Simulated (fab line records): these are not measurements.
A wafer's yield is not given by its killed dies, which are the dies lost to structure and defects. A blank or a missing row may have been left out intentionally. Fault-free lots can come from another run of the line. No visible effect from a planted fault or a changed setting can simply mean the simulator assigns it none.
What tool caused it? -- flow nand_harc -- 72 wafers from 24 lots sampled at 6 of the route's 1159 steps

== WHAT THE GAUGES READ, wafer by wafer ==
NHARC_P_CONTACT_CD_MEAS_12: target cd 90 nm. Usual: 89.7 nm for cd_nm, sd 0.62.
lot,measured,on,cd_nm (nm),flag
L074,day 5 16:24,cd_sem-01,89.0 90.1 88.5,
L075,day 5 17:25,cd_sem-03,89.8 89.9 90.8,
L076,day 6 06:01,cd_sem-03,89.9 90.4 91.5,
L077,day 6 04:55,cd_sem-02,90.6 89.5 90.8,
L078,day 6 12:48,cd_sem-03,89.5 89.8 90.2,
L079,day 6 13:08,cd_sem-02,89.9 89.8 89.9,
L080,day 7 07:16,cd_sem-03,88.7 89.4 90.1,
L081,day 7 06:07,cd_sem-03,90.1 90.3 89.5,
L082,day 7 17:40,cd_sem-02,89.9 89.9 89.8,
L083,day 7 18:17,cd_sem-02,89.0 89.9 89.4,
L084,day 8 04:30,cd_sem-02,90.1 89.8 89.1,
L085,day 8 05:19,cd_sem-03,90.3 89.4 90.2,
L086,day 8 23:05,cd_sem-03,88.9 89.6 88.8,
L087,day 8 23:47,cd_sem-02,89.3 88.8 89.8,
L088,day 8 21:56,cd_sem-01,89.4 90.9 90.1,
L089,day 9 15:41,cd_sem-03,89.1 88.8 89.0,
L090,day 9 16:34,cd_sem-02,89.4 90.5 89.6,
L091,day 9 22:03,cd_sem-01,89.4 89.8 89.6,
L092,day 9 23:50,cd_sem-02,89.6 89.2 89.4,
L093,day 10 04:22,cd_sem-03,89.4 90.0 89.3,
L094,day 10 11:58,cd_sem-01,90.1 89.0 90.5,
L095,day 10 18:53,cd_sem-03,89.3 90.9 89.9,
L096,day 11 03:17,cd_sem-01,90.4 89.8 89.9,
L097,day 11 03:40,cd_sem-03,89.8 89.3 89.0,

NHARC_P_CONTACT_OVL_MEAS_13. Usual: overlay_x_nm 0.0 nm, standard deviation 0.83; overlay_y_nm 0.3 nm, standard deviation 0.87.
lot,measured,on,overlay_x_nm (nm),overlay_y_nm (nm),flag
L074,day 5 16:29,overlay-02,0.0 -1.0 -0.6,0.0 -0.4 -0.5,
L075,day 5 17:30,overlay-01,-0.2 -0.2 -0.2,-0.5 -0.6 -0.3,
L076,day 6 06:06,overlay-02,-0.1 -0.4 -0.5,1.2 1.1 1.3,
L077,day 6 05:00,overlay-01,-0.4 -0.8 -0.2,0.2 0.6 0.0,
L078,day 6 12:53,overlay-02,1.5 2.0 1.1,-0.8 -1.0 -0.6,
L079,day 6 13:14,overlay-01,-0.4 -0.4 -0.8,-0.4 -0.7 0.2,
L080,day 7 07:22,overlay-02,1.3 0.3 0.9,1.3 1.4 1.9,
L081,day 7 06:11,overlay-01,0.3 0.1 -0.5,-0.4 -0.6 -0.3,
L082,day 7 17:44,overlay-02,-0.5 -0.3 0.2,1.0 0.7 1.0,
L083,day 7 18:22,overlay-02,0.6 1.1 0.0,0.9 0.7 0.5,
L084,day 8 04:35,overlay-02,0.4 -0.4 0.1,1.1 0.4 0.3,
L085,day 8 05:24,overlay-01,-1.5 -1.7 -1.7,-0.1 0.4 -0.2,
L086,day 8 23:10,overlay-01,0.5 0.3 0.8,1.5 1.7 1.3,
L087,day 8 23:53,overlay-02,1.2 1.1 1.4,1.2 0.7 1.2,
L088,day 8 22:01,overlay-02,0.7 1.3 1.1,0.4 0.8 0.1,
L089,day 9 15:48,overlay-02,-2.1 -2.0 -2.2,1.2 0.6 1.1,
L090,day 9 16:39,overlay-01,-0.7 -0.3 -0.6,-1.8 -1.5 -1.8,
L091,day 9 22:08,overlay-01,-0.5 -0.9 -0.1,-0.5 -0.2 0.1,
L092,day 9 23:55,overlay-01,-0.2 0.7 0.3,1.1 0.9 1.0,
L093,day 10 04:27,overlay-02,-0.4 -0.2 0.2,-1.1 -0.7 -0.2,
L094,day 10 12:03,overlay-02,-0.4 -0.3 0.3,1.5 1.5 1.7,
L095,day 10 18:59,overlay-02,0.3 0.1 0.0,-0.2 -0.1 0.0,
L096,day 11 03:22,overlay-01,0.9 0.5 0.4,0.2 0.2 -0.2,
L097,day 11 03:44,overlay-02,0.9 0.7 0.7,0.3 -0.1 0.4,

== WHICH TOOL RAN EACH LOT (tool, then ch and the chambers of the sampled wafers, then the start) ==
lot,NHARC_P_ZERO_WELL_ETCH_63,NHARC_P_ZERO_WELL_DESCUM_26,NHARC_P_GATE_ETCH_104,NHARC_P_CONTACT_DEP_00
L074,"rie_si-05 ch 2,3, day 1 13:34","rie_diel-08 ch 2,3, day 1 14:38","rie_diel-02 ch 1,2,3, day 4 20:39","pecvd-03 ch 0,2, day 5 16:24 or earlier"
L075,"rie_si-01 ch 0,2,3, day 1 19:40","rie_diel-12 ch 1,3, day 1 20:45","rie_diel-07 ch 1,2,3, day 4 20:55","pecvd-04 ch 0,2, day 5 17:25 or earlier"
L076,"rie_si-02 ch 0,1,3, day 2 01:47","rie_diel-08 ch 0,1,2, day 2 02:54","rie_diel-07 ch 0,1,2, day 5 08:43","pecvd-03 ch 0,1,2, day 6 06:01 or earlier"
L077,"rie_si-01 ch 0,3, day 2 07:53","rie_diel-08 ch 0,1, day 2 08:51","rie_diel-02 ch 0,2,3, day 5 08:34","pecvd-01 ch 0,1,2, day 6 04:55 or earlier"
L078,"rie_si-05 ch 0,1,2, day 2 13:40","rie_diel-12 ch 1,2,3, day 2 14:45","rie_diel-02 ch 0,2,3, day 5 17:16","pecvd-04 ch 0,1,2, day 6 12:48 or earlier"
L079,"rie_si-02 ch 1,3, day 2 19:41","rie_diel-11 ch 1,2,3, day 2 20:38","rie_diel-07 ch 0,2, day 5 17:11","pecvd-03 ch 0,2, day 6 13:08 or earlier"
L080,"rie_si-02 ch 0,1,2, day 3 01:41","rie_diel-11 ch 0,2,3, day 3 02:39","rie_diel-04 ch 0,1,2, day 6 10:38","pecvd-04 ch 0,1, day 7 05:50"
L081,"rie_si-05 ch 0,1, day 3 07:40","rie_diel-08 ch 1,3, day 3 08:38","rie_diel-04 ch 2,3, day 6 10:06","pecvd-01 ch 0,2, day 7 06:07 or earlier"
L082,"rie_si-01 ch 0,2,3, day 3 13:32","rie_diel-11 ch 0,1,2, day 3 14:30","rie_diel-02 ch 0,1,3, day 6 21:23","pecvd-04 ch 0,2, day 7 17:40 or earlier"
L083,"rie_si-01 ch 0,1,2, day 3 19:41","rie_diel-12 ch 0,1,3, day 3 20:45","rie_diel-02 ch 0,2,3, day 6 21:58","pecvd-03 ch 0,2, day 7 18:17 or earlier"
L084,"rie_si-01 ch 1,2,3, day 4 01:42","rie_diel-08 ch 0,3, day 4 02:45","rie_diel-04 ch 0,3, day 7 08:20","pecvd-03 ch 0,1,2, day 8 04:30 or earlier"
L085,"rie_si-02 ch 0,1,3, day 4 07:33","rie_diel-08 ch 1,3, day 4 08:31","rie_diel-04 ch 0,1,3, day 7 08:43","pecvd-01 ch 0,1,2, day 8 05:19 or earlier"
L086,"rie_si-05 ch 0,2, day 4 13:41","rie_diel-12 ch 1,3, day 4 14:39","rie_diel-07 ch 0,1,3, day 8 01:53","pecvd-04 ch 1,2, day 8 23:05 or earlier"
L087,"rie_si-05 ch 1,2, day 4 19:38","rie_diel-08 ch 0,1,3, day 4 20:46","rie_diel-07 ch 0,2,3, day 8 02:14","pecvd-01 ch 0,1,2, day 8 23:47 or earlier"
L088,"rie_si-05 ch 1,2,3, day 5 01:40","rie_diel-08 ch 0,1,3, day 5 02:44","rie_diel-04 ch 0,2,3, day 8 01:38","pecvd-03 ch 0,1,2, day 8 21:56 or earlier"
L089,"rie_si-05 ch 0,3, day 5 07:40","rie_diel-12 ch 0,1, day 5 08:47","rie_diel-02 ch 0,2,3, day 8 19:47","pecvd-01 ch 0,2, day 9 15:41 or earlier"
L090,"rie_si-02 ch 0,1,2, day 5 13:33","rie_diel-12 ch 2,3, day 5 14:37","rie_diel-04 ch 0,2, day 8 20:26","pecvd-03 ch 0,1, day 9 16:34 or earlier"
L091,"rie_si-05 ch 0,3, day 5 19:41","rie_diel-11 ch 0,1, day 5 20:46","rie_diel-04 ch 0,1, day 9 00:57","pecvd-01 ch 0,1,2, day 9 22:03 or earlier"
L092,"rie_si-01 ch 0,1,3, day 6 01:39","rie_diel-11 ch 1,2,3, day 6 02:46","rie_diel-02 ch 0,2,3, day 9 01:50","pecvd-03 ch 0,1,2, day 9 23:50 or earlier"
L093,"rie_si-05 ch 0,1,3, day 6 07:38","rie_diel-12 ch 1,2, day 6 08:44","rie_diel-04 ch 0,2, day 9 08:19","pecvd-01 ch 1,2, day 10 04:22 or earlier"
L094,"rie_si-05 ch 0,1,3, day 6 13:33","rie_diel-12 ch 0,1,3, day 6 14:31","rie_diel-04 ch 0,1,2, day 9 16:16","pecvd-01 ch 0,2, day 10 11:58 or earlier"
L095,"rie_si-05 ch 0,1,2, day 6 19:38","rie_diel-11 ch 0,3, day 6 20:43","rie_diel-04 ch 1,2, day 9 23:25","pecvd-01 ch 1,2, day 10 18:53 or earlier"
L096,"rie_si-01 ch 0,1,2, day 7 01:39","rie_diel-12 ch 1,2,3, day 7 02:45","rie_diel-02 ch 0,1,3, day 10 06:58","pecvd-04 ch 0,1,2, day 11 03:17 or earlier"
L097,"rie_si-02 ch 0,3, day 7 07:31","rie_diel-12 ch 0,2, day 7 08:29","rie_diel-04 ch 0,1, day 10 07:07","pecvd-03 ch 0,1,2, day 11 03:40 or earlier"
- NHARC_P_ZERO_WELL_ETCH_63: etches the open film in HBr/Cl2, target depth 120 nm, time 40.1 s.
- NHARC_P_ZERO_WELL_DESCUM_26: chemistry O2, time 3 s.
- NHARC_P_GATE_ETCH_104: etches the open film in CF4/CHF3, target depth 60 nm.
- NHARC_P_CONTACT_DEP_00: deposits SiO2, target thk 500 nm.

== WHAT THE TOOLS THEMSELVES READ (means of the sampled wafers that have a number; where no wafer has one, the mark that the record gives instead) ==
NHARC_P_ZERO_WELL_ETCH_63. Usual: drypump_motor_current_A 5.6 A, standard deviation 0.46; he_backside_leak_sccm 2.57 sccm, standard deviation 0.22; oes_product_au 1.003 a.u., standard deviation 0.015; throttle_valve_pct 26.406 %, standard deviation 0.0083.
lot,tool,drypump_motor_current_A (A),he_backside_leak_sccm (sccm),oes_product_au (a.u.),throttle_valve_pct (%),flag
L074,rie_si-05,6.0,2.50,0.993,26.407,
L075,rie_si-01,5.6,2.79,1.008,26.403,
L076,rie_si-02,5.6,2.69,1.003,26.401,
L077,rie_si-01,5.7,2.75,1.007,26.406,
L078,rie_si-05,5.5,2.55,1.008,26.407,
L079,rie_si-02,5.6,2.74,0.985,26.401,
L080,rie_si-02,5.7,2.59,0.998,26.408,
L081,rie_si-05,5.2,2.41,1.004,26.405,
L082,rie_si-01,5.5,2.62,1.006,26.409,
L083,rie_si-01,6.0,2.68,1.014,26.415,
L084,rie_si-01,5.5,2.66,0.997,26.411,
L085,rie_si-02,5.6,2.71,1.001,26.410,
L086,rie_si-05,5.5,2.53,1.018,26.408,
L087,rie_si-05,5.7,2.38,1.022,26.401,
L088,rie_si-05,5.9,2.47,1.006,26.407,
L089,rie_si-05,5.8,2.64,0.984,26.409,
L090,rie_si-02,5.7,2.55,0.992,26.409,
L091,rie_si-05,5.4,2.66,1.002,26.403,
L092,rie_si-01,5.7,2.67,1.003,26.412,
L093,rie_si-05,5.6,2.57,1.007,26.395,
L094,rie_si-05,5.6,2.56,1.009,26.406,
L095,rie_si-05,5.5,2.45,1.005,26.406,
L096,rie_si-01,6.0,2.68,1.015,26.406,
L097,rie_si-02,5.7,2.53,1.004,26.407,

NHARC_P_ZERO_WELL_DESCUM_26. Usual: drypump_motor_current_A 5.7 A, standard deviation 0.38; oes_product_au 1.005 a.u., standard deviation 0.012; rf_vpp_V 57.9 V, standard deviation 0.88; showerhead_plenum_p_Torr 1.95 Torr, standard deviation 0.072; throttle_valve_pct 11.312 %, standard deviation 0.0085.
lot,tool,drypump_motor_current_A (A),oes_product_au (a.u.),rf_vpp_V (V),showerhead_plenum_p_Torr (Torr),throttle_valve_pct (%),flag
L074,rie_diel-08,5.8,1.011,58.2,1.91,11.314,
L075,rie_diel-12,6.2,0.992,57.0,1.92,11.315,
L076,rie_diel-08,5.7,1.008,58.0,1.91,11.305,
L077,rie_diel-08,5.8,0.995,58.1,1.93,11.312,
L078,rie_diel-12,5.8,1.012,58.2,1.94,11.312,
L079,rie_diel-11,5.4,0.998,58.1,1.96,11.321,
L080,rie_diel-11,5.5,1.007,58.2,1.98,11.314,
L081,rie_diel-08,5.5,0.999,57.5,1.83,11.309,
L082,rie_diel-11,5.4,1.016,58.1,1.98,11.315,
L083,rie_diel-12,6.0,1.006,58.2,1.98,11.310,
L084,rie_diel-08,6.0,0.987,56.6,1.93,11.307,
L085,rie_diel-08,5.8,0.989,57.3,1.87,11.306,
L086,rie_diel-12,6.2,1.010,57.7,1.92,11.317,
L087,rie_diel-08,5.8,0.987,56.8,1.90,11.309,
L088,rie_diel-08,5.8,0.988,57.8,1.90,11.317,
L089,rie_diel-12,5.9,1.022,58.6,2.05,11.312,
L090,rie_diel-12,5.8,1.011,57.4,1.89,11.308,
L091,rie_diel-11,5.3,0.999,58.3,1.96,11.306,
L092,rie_diel-11,5.4,1.011,58.0,1.95,11.308,
L093,rie_diel-12,5.5,1.004,57.6,1.97,11.320,
L094,rie_diel-12,6.0,1.013,58.1,1.98,11.322,
L095,rie_diel-11,5.4,1.018,57.2,1.99,11.303,
L096,rie_diel-12,5.8,1.005,57.5,1.94,11.311,
L097,rie_diel-12,5.5,1.010,58.6,2.02,11.311,

NHARC_P_GATE_ETCH_104. Usual: cf4_flow_sccm 100.02 sccm, standard deviation 0.29; drypump_motor_current_A 5.8 A, standard deviation 0.46; oes_product_au 0.952 a.u., standard deviation 0.02; rf_vpp_V 370.9 V, standard deviation 1.9; showerhead_plenum_p_Torr 1.58 Torr, standard deviation 0.052; throttle_valve_pct 16.804 %, standard deviation 0.009.
lot,tool,cf4_flow_sccm (sccm),drypump_motor_current_A (A),oes_product_au (a.u.),rf_vpp_V (V),showerhead_plenum_p_Torr (Torr),throttle_valve_pct (%),flag
L074,rie_diel-02,100.05,5.8,0.960,370.2,1.58,16.798,
L075,rie_diel-07,100.06,5.9,0.932,371.8,1.63,16.798,
L076,rie_diel-07,99.87,5.7,0.978,372.2,1.62,16.800,
L077,rie_diel-02,99.75,5.7,0.962,370.4,1.56,16.804,
L078,rie_diel-02,99.82,5.7,0.942,369.9,1.56,16.797,
L079,rie_diel-07,100.31,5.8,0.959,372.1,1.61,16.802,
L080,rie_diel-04,99.85,5.4,0.945,369.5,1.55,16.811,
L081,rie_diel-04,99.88,6.1,0.952,370.7,1.58,16.799,
L082,rie_diel-02,100.23,5.8,0.969,370.5,1.55,16.805,
L083,rie_diel-02,99.88,5.7,0.928,370.4,1.56,16.805,
L084,rie_diel-04,100.07,5.4,0.923,370.0,1.54,16.801,
L085,rie_diel-04,99.85,5.7,0.941,370.7,1.59,16.807,
L086,rie_diel-07,99.83,5.8,0.949,373.4,1.64,16.802,
L087,rie_diel-07,100.34,5.9,0.936,372.4,1.63,16.803,
L088,rie_diel-04,99.86,5.7,0.932,369.5,1.56,16.805,
L089,rie_diel-02,99.99,5.7,0.956,370.1,1.56,16.793,
L090,rie_diel-04,100.08,5.5,0.953,368.3,1.52,16.799,
L091,rie_diel-04,100.28,5.1,0.934,369.5,1.53,16.810,
L092,rie_diel-02,99.65,5.7,0.972,370.1,1.56,16.802,
L093,rie_diel-04,100.16,5.4,0.952,370.5,1.52,16.804,
L094,rie_diel-04,100.48,5.4,0.961,369.4,1.55,16.805,
L095,rie_diel-04,99.84,5.7,0.980,369.5,1.56,16.800,
L096,rie_diel-02,100.30,5.8,0.970,369.9,1.55,16.806,
L097,rie_diel-04,100.18,5.4,0.922,371.4,1.58,16.811,

NHARC_P_CONTACT_DEP_00. Usual: heater_power_w 535 W, standard deviation 82; showerhead_vpp_V 1859 V, standard deviation 71; throttle_valve_pct 16.1 %, standard deviation 0.67.
lot,tool,heater_power_w (W),showerhead_vpp_V (V),throttle_valve_pct (%),flag
L074,pecvd-03,488,1849,16.7,
L075,pecvd-04,587,1836,15.6,
L076,pecvd-03,553,1830,16.2,
L077,pecvd-01,577,1867,15.8,
L078,pecvd-04,575,1852,16.1,
L079,pecvd-03,512,1874,15.9,
L080,pecvd-04,460,1878,16.1,
L081,pecvd-01,473,1931,16.1,
L082,pecvd-04,542,1838,15.7,
L083,pecvd-03,514,1834,16.3,
L084,pecvd-03,517,1831,16.3,
L085,pecvd-01,550,1882,15.9,
L086,pecvd-04,564,1887,16.6,
L087,pecvd-01,532,1874,16.0,
L088,pecvd-03,554,1824,16.5,
L089,pecvd-01,482,1930,16.3,
L090,pecvd-03,464,1831,16.7,
L091,pecvd-01,503,1893,16.1,
L092,pecvd-03,515,1827,16.4,
L093,pecvd-01,612,1850,15.6,
L094,pecvd-01,544,1850,16.2,
L095,pecvd-01,534,1813,15.8,
L096,pecvd-04,526,1880,15.6,
L097,pecvd-03,513,1819,16.6,

== THE ANSWER, worked out from the rows above alone ==
Rule: a lot counts as off when the mean over its wafers that have a number is more than 3 standard deviations away from the usual mean. A lot without any number at a reading at which 4 lots or more have one is off too. All remaining lots with rows at the step are treated as sound. Order of review: gauges by route order, followed by the tools' own readings, for which a lot's mean as printed above is used. The first step at which some lot is off is used, and at that step the reading that is off furthest; a lot without a number counts as furthest.
No lot is off on any of the readings shown, so nothing can be concluded from this.

== WHAT HAD BEEN PUT IN BY THE SIMULATOR ==
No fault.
